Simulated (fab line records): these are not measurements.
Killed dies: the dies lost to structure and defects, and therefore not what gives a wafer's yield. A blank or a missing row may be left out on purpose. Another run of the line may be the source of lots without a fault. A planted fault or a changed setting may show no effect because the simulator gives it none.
Which tool was responsible? | flow nand harc | Sampling: 13 lots, 39 wafers, 5 of 1302 route steps

== WHAT THE GAUGES SHOWED, per wafer ==
NHARC_P_STI_CD_MEAS_09 targets a cd of 200 nm.
lot  | measured     | on        | cd nm (nm)
L812 | day 3 04:58  | cd sem-03 | 199.2 199.6 198.3
L813 | day 3 09:47  | cd sem-02 | 202.1 201.8 202.4
L815 | day 4 01:23  | cd sem-03 | 198.0 198.8 198.6
L816 | day 4 12:45  | cd sem-01 | 202.4 199.5 199.9
L817 | day 4 23:38  | cd sem-03 | 201.2 200.7 200.2
L818 | day 5 10:38  | cd sem-03 | 200.4 198.1 200.0
L819 | day 5 16:21  | cd sem-01 | 200.7 196.5 198.1
L822 | day 7 05:27  | cd sem-02 | 197.2 199.1 199.9
L826 | day 8 16:18  | cd sem-01 | 201.1 202.8 200.1
L832 | day 11 07:23 | cd sem-01 | 200.7 200.7 199.7
L833 | day 11 16:11 | cd sem-03 | 198.4 198.5 197.0
L834 | day 12 00:21 | cd sem-03 | 201.0 200.6 202.5
L835 | day 12 13:59 | cd sem-02 | 201.7 200.5 199.7

NHARC_P_STI_INSPECT_11.
lot  | measured     | on                | raw defect count
L812 | day 3 05:05  | defect inspect-02 | 6 7 7
L813 | day 3 09:55  | defect inspect-01 | 6 8 5
L815 | day 4 01:31  | defect inspect-02 | 10 7 19
L816 | day 4 12:53  | defect inspect-01 | 10 7 3
L817 | day 4 23:46  | defect inspect-02 | 7 5 5
L818 | day 5 10:46  | defect inspect-02 | 3 11 11
L819 | day 5 16:29  | defect inspect-01 | 3 4 5
L822 | day 7 05:34  | defect inspect-02 | 4 7 5
L826 | day 8 16:25  | defect inspect-01 | 3 7 4
L832 | day 11 07:31 | defect inspect-01 | 3 4 7
L833 | day 11 16:18 | defect inspect-01 | 13 5 7
L834 | day 12 00:28 | defect inspect-02 | 3 4 5
L835 | day 12 14:06 | defect inspect-02 | 2 2 6

NHARC_P_GATE_CD_MEAS_11 targets a cd of 1640 nm.
lot  | measured     | on        | cd nm (nm)
L812 | day 4 17:05  | cd sem-03 | 1640.7 1641.6 1640.8
L813 | day 4 17:14  | cd sem-01 | 1638.7 1641.2 1640.5
L815 | day 5 15:52  | cd sem-01 | 1642.3 1641.1 1640.0
L816 | day 6 00:22  | cd sem-03 | 1639.5 1641.5 1641.7
L817 | day 6 10:08  | cd sem-03 | 1640.4 1640.1 1638.7
L818 | day 7 02:48  | cd sem-03 | 1640.4 1639.1 1641.0
L819 | day 7 12:23  | cd sem-02 | 1637.7 1640.3 1641.0
L822 | day 8 19:16  | cd sem-01 | - - -
L826 | day 10 09:59 | cd sem-03 | 1641.4 1642.7 1640.2
L832 | day 12 21:34 | cd sem-02 | 1640.0 1640.6 1640.7
L833 | day 13 05:50 | cd sem-01 | 1639.7 1638.0 1642.1
L834 | day 13 12:01 | cd sem-01 | 1640.4 1641.0 1641.2
L835 | day 14 00:38 | cd sem-01 | 1639.8 1639.7 1640.7

== TOOL THAT RAN EACH LOT (tool first, then ch and the chambers of the sampled wafers, then the start) ==
lot  | NHARC_P_STI_ETCH_15              | NHARC_P_GATE_EXPOSE_08
L812 | rie si-03 ch 0,1,2, day 3 05:31  | krf scanner-01 ch 0, day 4 16:55
L813 | rie si-06 ch 0,2,3, day 3 10:20  | krf scanner-02 ch 0, day 4 17:05
L815 | rie si-05 ch 1,2,3, day 4 01:58  | krf scanner-02 ch 0, day 5 15:43
L816 | rie si-06 ch 0,1,3, day 4 13:19  | krf scanner-02 ch 0, day 6 00:13
L817 | rie si-05 ch 0,2,3, day 5 00:14  | krf scanner-02 ch 0, day 6 09:58
L818 | rie si-06 ch 0,1,3, day 5 11:10  | krf scanner-04 ch 0, day 7 02:38
L819 | rie si-05 ch 2,3, day 5 16:54    | krf scanner-01 ch 0, day 7 12:14
L822 | rie si-03 ch 1,2,3, day 7 06:02  | krf scanner-01 ch 0, day 8 19:07
L826 | rie si-05 ch 1,3, day 8 16:50    | krf scanner-01 ch 0, day 10 09:49
L832 | rie si-05 ch 1,2, day 11 07:56   | krf scanner-04 ch 0, day 12 21:25
L833 | rie si-03 ch 0,1,3, day 11 16:46 | krf scanner-01 ch 0, day 13 05:41
L834 | rie si-05 ch 0,1, day 12 00:55   | krf scanner-04 ch 0, day 13 11:52
L835 | rie si-06 ch 0,1,3, day 12 14:33 | krf scanner-02 ch 0, day 14 00:30
- NHARC_P_STI_ETCH_15: etches the open film in HBr/Cl2, target depth 300 nm, time 100.1 s.
- NHARC_P_GATE_EXPOSE_08: exposes mask P HV.

== AS READ BY THE TOOLS THEMSELVES (means over the sampled wafers that have a number; for cases with no such wafer, the mark the record gives instead) ==
NHARC_P_STI_ETCH_15.
lot  | tool      | chamber pressure mTorr (mTorr) | drypump motor current A (A) | he backside leak sccm (sccm) | oes product au (a.u.) | throttle valve pct (%)
L812 | rie si-03 | 15.005                         | 5.68                        | 2.6                          | 1.000                 | 26.406
L813 | rie si-06 | 15.002                         | 5.52                        | 2.6                          | 1.010                 | 26.411
L815 | rie si-05 | 14.999                         | 5.70                        | 2.8                          | 0.990                 | 26.411
L816 | rie si-06 | 15.004                         | 5.61                        | 2.7                          | 1.005                 | 26.404
L817 | rie si-05 | 15.011                         | 5.70                        | 2.7                          | 0.993                 | 26.404
L818 | rie si-06 | 15.005                         | 5.60                        | 2.7                          | 1.007                 | 26.403
L819 | rie si-05 | 15.001                         | 5.58                        | 3.3                          | 1.003                 | 26.397
L822 | rie si-03 | 15.022                         | 5.82                        | 2.7                          | 0.993                 | 26.407
L826 | rie si-05 | 15.021                         | 5.83                        | 3.0                          | 0.997                 | 26.402
L832 | rie si-05 | 15.001                         | 5.67                        | 2.8                          | 1.000                 | 26.404
L833 | rie si-03 | 15.014                         | 5.70                        | 2.5                          | 0.998                 | 26.402
L834 | rie si-05 | 15.001                         | 5.88                        | 2.9                          | 0.993                 | 26.410
L835 | rie si-06 | 14.995                         | 5.59                        | 2.7                          | 0.999                 | 26.406

NHARC_P_GATE_EXPOSE_08.
lot  | tool           | reticle temp C (C)
L812 | krf scanner-01 | 23.08
L813 | krf scanner-02 | 22.97
L815 | krf scanner-02 | 23.00
L816 | krf scanner-02 | 22.97
L817 | krf scanner-02 | 23.03
L818 | krf scanner-04 | 22.86
L819 | krf scanner-01 | 23.06
L822 | krf scanner-01 | 23.16
L826 | krf scanner-01 | 22.91
L832 | krf scanner-04 | 22.90
L833 | krf scanner-01 | 23.08
L834 | krf scanner-04 | 22.99
L835 | krf scanner-02 | 22.91

== THE ANSWER, worked out from the rows above alone ==
Rule: usual is defined by the lots themselves. The widest of any qualifying gaps counts: lots, ordered by their means at a reading, are off when they make up no more than a third of the lots, leave a main group of 4 or more, and stand apart from it by 3 or more times the standard deviation of that group's means. The tables above print the reading to a certain number of digits; a main group whose means all agree to those digits is not used. Also off: a lot with no number at a reading for which 4 or more lots have one. Where the step has rows for the other lots, those lots are counted as sound. First the gauges in route order, then the tools' own readings, where a lot's mean is used as printed above. At the first step where some lot is off, the reading lying furthest off is the one used; lots without a number count as furthest.
Off: L822 (NHARC_P_GATE_CD_MEAS_11, cd nm). Without a number there: L822. Mean 1640.5 nm and standard deviation 0.57 in the main group.
If a tool, at a process step before that reading, ran all the lots that are off and no sound lot after the first of them, it fits. The gauges at NHARC_P_GATE_CD_MEAS_11 are tried like those tools. Not one of the candidates tried fits.

== WHAT THE SIMULATOR HAD INSERTED ==
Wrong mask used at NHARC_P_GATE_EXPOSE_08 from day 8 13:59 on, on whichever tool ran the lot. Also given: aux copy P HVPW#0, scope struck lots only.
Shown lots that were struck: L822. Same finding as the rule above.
